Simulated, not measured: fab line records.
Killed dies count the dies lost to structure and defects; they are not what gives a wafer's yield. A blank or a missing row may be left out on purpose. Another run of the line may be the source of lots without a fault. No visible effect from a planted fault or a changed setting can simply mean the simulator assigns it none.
Struck lot and sound lot, side by side || flow n5Finfet || 32 steps out of a route of 1938
Sound: the wafers L166.1, L166.2, L166.4. Struck: wafer L173.1; the same lot's L173.3 was not struck, so it is left out; see the end for the cause.
At each step with rows: each side's tool, then ch and its chambers, then its first start. Under that, the readings that differ: sound wafers || struck wafers || difference of the means || sigmas: that difference in standard deviations of wafers without a fault.
alike: words and numbers the same on both sides, and readings whose means are apart by under 2 such deviations; not compared: readings that were withheld, readings missing a value for some wafer, numbers with overlapping values and no deviation given by the record, and bounds like >300 which may hide the same value.
The two part at a step that has a row with sigmas, a row that says differs or no value, or rows on one side only. When numbers do not overlap yet have no deviation, they are printed without sigmas and do not part them. A reading that every wafer of one side lacks parts them only if that side has two wafers or more.

N5_BEOL_M9_CD_MEAS_28: target cd 70 nm.
  sound on cdSem-03 ch 0, day 11 01:24; struck on cdSem-01 ch 0, day 12 20:55
  alike: cdNm
N5_BEOL_M9_OVL_MEAS_29:
  sound on overlay-02 ch 0, day 11 01:26; struck on overlay-01 ch 0, day 12 20:57
  alike: V8_OVL
N5_BEOL_M9_INSPECT_30: inspects for defects (brightfield).
  struck on defectInspect-01, day 12 21:01; sound on defectInspect-01, day 11 01:29
  alike: rawDefectCount
N5_BEOL_M9_DESCUM_33: chemistry O2, time 7 s.
  sound on rieDiel-04 ch 0,1,2, day 11 01:31; struck on rieDiel-04 ch 1, day 12 21:02
  alike: drypumpMotorCurrentA, oesProductAu, rfVppV, showerheadPlenumPTorr, throttleValvePct
  not compared: rfHoursCounterH
then, 1 step without rows for these wafers: N5_BEOL_M9_ETCH_76 (etches underlayer in N2/H2, target depth 6.5 nm, time 5.2 s).
N5_BEOL_M9_ETCH_65: etches SiARC in CF4, target depth 15.6 nm, time 26 s.
  sound on rieDiel-04 ch 0,1,2, day 11 01:35; struck on rieDiel-04 ch 1, day 12 21:05
  alike: drypumpMotorCurrentA, etchRfOnTimeS, oesProductAu, rfVppV, showerheadPlenumPTorr, throttleValvePct
  not compared: rfHoursCounterH
then, 5 steps without rows for these wafers: N5_BEOL_M9_ETCH_66 (etches SOC in N2/H2, target depth 80 nm, overetch 16 nm, time 120 s); N5_BEOL_M9_STRIP_69 (strips in N2/H2); N5_BEOL_M9_STRIP_77 (strips in N2/H2); N5_BEOL_M9_VIA_ETCH_34 (etches SiCOH lowk in C4F6/O2, target depth 182.4 nm, time 68.4 s); N5_BEOL_M9_STRIP_73 (strips in C4F6/O2).
N5_BEOL_M9_STRIP_36: strips in N2/H2.
  sound on rieDiel-04 ch 0,1,2, day 11 01:46; struck on rieDiel-04 ch 1, day 12 21:17
  alike: drypumpMotorCurrentA, oesProductAu, rfVppV, showerheadPlenumPTorr, throttleValvePct
  not compared: rfHoursCounterH
N5_BEOL_M9_TRENCH_ETCH_37: etches SiCOH lowk in C4F6/O2, target depth 151.43 nm, time 49 s.
  sound on rieDiel-04 ch 0,1,2, day 11 01:49; struck on rieDiel-04 ch 1, day 12 21:19
{"reading": "runLengthS (s)", "sound": "72.5 72.3 72.8", "struck": 74.2, "difference": "+1.7", "sigmas": "+3"}
{"reading": "model.BEOL_M9.featureDepthNm (nm)", "sound": "154 148.6 153.6", "struck": 154.8, "difference": "+2.7", "sigmas": ""}
{"reading": "model.etch.depthNm (nm)", "sound": "154.1 148.7 153.6", "struck": 154.8, "difference": "+2.7", "sigmas": ""}
  alike: drypumpMotorCurrentA, oesProductAu, rfVppV, showerheadPlenumPTorr, throttleValvePct
  not compared: rfHoursCounterH
then, 2 steps without rows for these wafers: N5_BEOL_M9_ETCH_41 (etches SiCN in CH3F/O2, target depth 36.6 nm, time 70.1 s); N5_BEOL_M9_STRIP_80 (strips in N2/H2, time 10 s).
N5_BEOL_M9_OCD_MEAS_38:
  struck on ocd-01, day 12 21:30; sound on ocd-01, day 11 01:59
  alike: trenchDepthNm
then, 4 steps without rows for these wafers: N5_BEOL_M9_HM_STRIP_39 (strips TiN in peroxide tin strip, target depth 25 nm, time 158 s); N5_BEOL_M9_SRD_40 (time 30 s); N5_BEOL_M9_PRECLEAN_42 (cleans in residue remover, time 60 s); N5_BEOL_M9_SRD_43 (time 30 s).
N5_BEOL_M9_CD_MEAS_35: target cd 70 nm, target cd y 40 nm.
  struck on cdSem-01, day 12 21:46; sound on cdSem-02, day 11 02:08
  alike: cdNm
N5_BEOL_M9_CURE_72: cures SiCOH lowk, time 120 s.
  sound on uvCure-02 ch 2, day 11 02:10; struck on uvCure-03 ch 1, day 12 21:49
  alike: lampPowerPct, wafer_temp_C_max
then, 2 steps without rows for these wafers: N5_BEOL_M9_DEGAS_44 (time 60 s); N5_BEOL_M9_PRE_CLEAN_45 (time 30 s).
N5_BEOL_M9_ALD_74: deposits TaN, target thk 2 nm, pulse time 2 s, purge time 3 s.
  sound on aldMetal-02 ch 0,2,3, day 11 02:42; struck on aldMetal-04 ch 3, day 12 22:36
  alike: heaterPowerW
then, 5 steps without rows for these wafers: N5_BEOL_M9_SURFACE_TREAT_79; N5_BEOL_M9_CVD_78 (deposits Co from CCTBA/H2, target thk 2 nm, time 138.9 s); N5_BEOL_M9_SPUTTER_48 (material Cu, target thk 12 nm, time 2 s); N5_BEOL_M9_ECD_50 (material Cu, target thk 318 nm); N5_BEOL_M9_ANNEAL_51 (time 90 s).
N5_BEOL_M9_CMP_52: polishes, stops on SiCOH lowk, t overpolish 7 s, target thk 140 nm.
  sound on cmp-02 ch 0,1,2, day 11 03:44; struck on cmp-02 ch 2, day 13 01:00
  alike: barrierFieldEndpointS, motorCurrentA, overpolishRunS, timeToEndpointS
  not compared: model.Cu_of_BEOL_M9_ECD_50.thkNm
N5_BEOL_M9_THK_MEAS_53: measures by xrf.
  struck on filmMetro-01, day 13 01:16; sound on filmMetro-02, day 11 04:01
  alike: M9_THK

WHERE THEY PART
N5_BEOL_M9_TRENCH_ETCH_37 only, going by this record. Later steps at which nothing parts them and some readings are alike: N5_BEOL_M9_OCD_MEAS_38, N5_BEOL_M9_CD_MEAS_35, N5_BEOL_M9_CURE_72, N5_BEOL_M9_ALD_74, N5_BEOL_M9_CMP_52, N5_BEOL_M9_THK_MEAS_53.

WHY: the cause the simulator had injected
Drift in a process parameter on rieDiel-04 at N5_BEOL_M9_TRENCH_ETCH_37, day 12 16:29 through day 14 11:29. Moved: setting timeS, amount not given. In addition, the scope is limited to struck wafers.
